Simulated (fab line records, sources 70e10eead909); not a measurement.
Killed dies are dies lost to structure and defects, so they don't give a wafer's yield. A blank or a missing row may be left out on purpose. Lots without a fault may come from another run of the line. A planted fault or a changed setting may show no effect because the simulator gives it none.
Chamber matching | flow nand_harc | NHARC_A_STAIRCASE_DEP_280 on pecvd-03: 3 sister chambers
The step deposits SiON, target thk 30 nm. 6 wafers are shown with their chamber, then 7 later ones without.

WAFERS WITH THEIR CHAMBER
wafer  | chamber | heater_power_w (W) | rf_fwd_power_W (W)
L077.5 | 1       | 937                | 348.8
L079.1 | 1       | 947                | 346.4
L082.1 | 0       | 712                | 348.3
L082.4 | 0       | 751                | 348.4
L083.2 | 2       | 717                | 351.6
L083.5 | 2       | 746                | 349.6

WAFERS WITHOUT THEIR CHAMBER
wafer  | heater_power_w (W) | rf_fwd_power_W (W)
L083.6 | 696                | 348.0
L090.1 | 719                | 349.0
L090.3 | 924                | 348.3
L090.5 | 690                | 348.0
L095.1 | 831                | 348.9
L095.4 | 838                | 349.1
L095.6 | 571                | 349.6

WHICH CHAMBER EACH WENT THROUGH
wafer  | from the rows above          | in truth
L083.6 | can't be placed: 0 or 2      | 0
L090.1 | can't be placed: 0 or 2      | 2
L090.3 | 1                            | 1
L090.5 | can't be placed: 0 or 2      | 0
L095.1 | can't be placed: 0 or 2 or 1 | 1
L095.4 | can't be placed: 1 or 0 or 2 | 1
L095.6 | can't be placed: 2 or 0      | 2
Placed correctly: 1 of 7. Can't be placed from these rows: 6 (the true chamber is among the candidates in 6). Placed wrongly: 0.
How it was worked out, from the rows above alone: a wafer's distance from a chamber is the root of the sum, over the readings, of the square of ((its reading less the chamber's mean) divided by the reading's scatter). The wafer belongs to the nearest chamber; if the next one is less than 2 further off, it can't be placed. A chamber's mean is the mean of its shown wafers. The scatter: the root of (the sum of the squares of (reading less its chamber's mean) over the shown wafers, divided by (wafers less chambers)).
